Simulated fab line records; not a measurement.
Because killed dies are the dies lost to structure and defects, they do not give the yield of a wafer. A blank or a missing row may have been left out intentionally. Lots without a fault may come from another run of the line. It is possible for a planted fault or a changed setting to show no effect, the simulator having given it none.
A lot that was struck, set against a sound lot    flow n5_finfet    30 steps out of a route of 1938
Sound: wafers L833.2, L833.3, L833.6. Struck: wafer L822.1 (L822.3, L822.5, from the same lot, were not struck and are left out); the cause is given at the end.
Order at every step that has rows: each side's tool, ch and its chambers, its first start. Under that, the readings that differ: sound wafers    struck wafers    difference of the means    sigmas: that difference in standard deviations of wafers without a fault.
alike: a reading whose means differ by less than 2 such deviations, as well as words and numbers matching on both sides. not compared: withheld readings; readings where some wafer has no value; bounds like >300 that might hide an equal value; numbers whose values overlap and for which the record gives no deviation.
Wherever a step has rows on one side only, a row that says differs or no value, or a row with sigmas, the two part there. Numbers that don't overlap but have no deviation are shown without sigmas and don't part them. Lack of a reading on every wafer of one side parts them only where that side has two or more wafers.

first, 11 steps without rows for these wafers: N5_BEOL_M5_SPUTTER_81 (material Cu, target thk 15 nm, time 27.62 s); N5_BEOL_M5_ANNEAL_82 (time 1800 s); N5_BEOL_M5_SPUTTER_83 (material Cu, target thk 15 nm, time 27.62 s); N5_BEOL_M5_ANNEAL_84 (time 1800 s); N5_BEOL_M5_SPUTTER_88 (material Cu, target thk 15 nm, time 27.62 s); N5_BEOL_M5_ANNEAL_89 (time 1800 s); N5_BEOL_M5_SPUTTER_90 (material Cu, target thk 4.5 nm, time 8.29 s); N5_BEOL_M5_ECD_50 (material Cu, target thk 300 nm); N5_BEOL_M5_ANNEAL_51 (time 90 s); N5_BEOL_M5_CMP_52 (polishes, stops on SiCOH lowk, t overpolish 6.9 s, target thk 62 nm); N5_BEOL_M5_PRE_CLEAN_77 (time 15 s).
N5_BEOL_M5_CO_CAP_78: material Co, precursor CCTBA/H2, target thk 2 nm, time 102.1 s.
  sound on cvd_co-01 ch 0,1, day 16 02:37; struck on cvd_co-01 ch 1, day 11 06:29
  alike: heater_power_w, susceptor_temp_C
then, 2 steps without rows for these wafers: N5_BEOL_M5_PRE_CLEAN_55 (time 15 s); N5_BEOL_M5_DEP_56 (deposits SiCN from 3MS/NH3, target thk 8 nm, time 14 s).
N5_BEOL_M5_INSPECT_58: inspects for defects (darkfield).
  sound on defect_inspect-01 at day 16 02:49; struck on defect_inspect-02 at day 11 06:41
reading           sound      struck  difference  sigmas
raw_defect_count  79 108 96  388     +294        +12
then, 12 steps without rows for these wafers: N5_BEOL_M6_ILD_DEP_00 (deposits SiCOH lowk from DEMS/porogen, target thk 179.75 nm, time 33.4 s); N5_BEOL_M6_CURE_74 (cures SiCOH lowk, time 240 s); N5_BEOL_M6_PECVD_70 (deposits SiO2 from TEOS/O2, target thk 20 nm, time 22.7 s); N5_BEOL_M6_HM_DEP_02 (deposits TiN, target thk 20 nm); N5_BEOL_M6_COAT_59 (time 60 s, resist thk 100 nm); N5_BEOL_M6_COAT_60 (time 60 s, resist thk 35 nm); N5_BEOL_M6_COAT_05 (resist thk 90 nm); N5_BEOL_M6_EBR_07; N5_BEOL_M6_SOFTBAKE_06 (time 60 s); N5_BEOL_M6_EXPOSE_08 (exposes mask M6); N5_BEOL_M6_PEB_09 (peb time 60 s); N5_BEOL_M6_DEVELOP_10 (develop time 30 s).
N5_BEOL_M6_INSPECT_13: inspects for defects (brightfield).
  sound on defect_inspect-01 at day 16 05:15; struck on defect_inspect-01 at day 11 09:01
reading           sound        struck  difference  sigmas
raw_defect_count  387 403 417  847     +445        +5
then, 1 step without rows for these wafers: N5_BEOL_M6_DESCUM_16 (chemistry O2, time 7.9 s).
-- the record jumps here: 4 days lie between the struck wafers' starts before and after (it left off in module BEOL_M6 and takes up again in module PASSIVATION, whose first step shown is number 1936 of the route) --
N5_PASSIVATION_PROBE_49:
  only the struck wafers here have rows in the record (prober-01, day 15 07:06); the sound ones have none

## WHERE THEY PART
At N5_BEOL_M5_INSPECT_58 first; at N5_PASSIVATION_PROBE_49 last (within this record only).

WHY: whatever the simulator had introduced
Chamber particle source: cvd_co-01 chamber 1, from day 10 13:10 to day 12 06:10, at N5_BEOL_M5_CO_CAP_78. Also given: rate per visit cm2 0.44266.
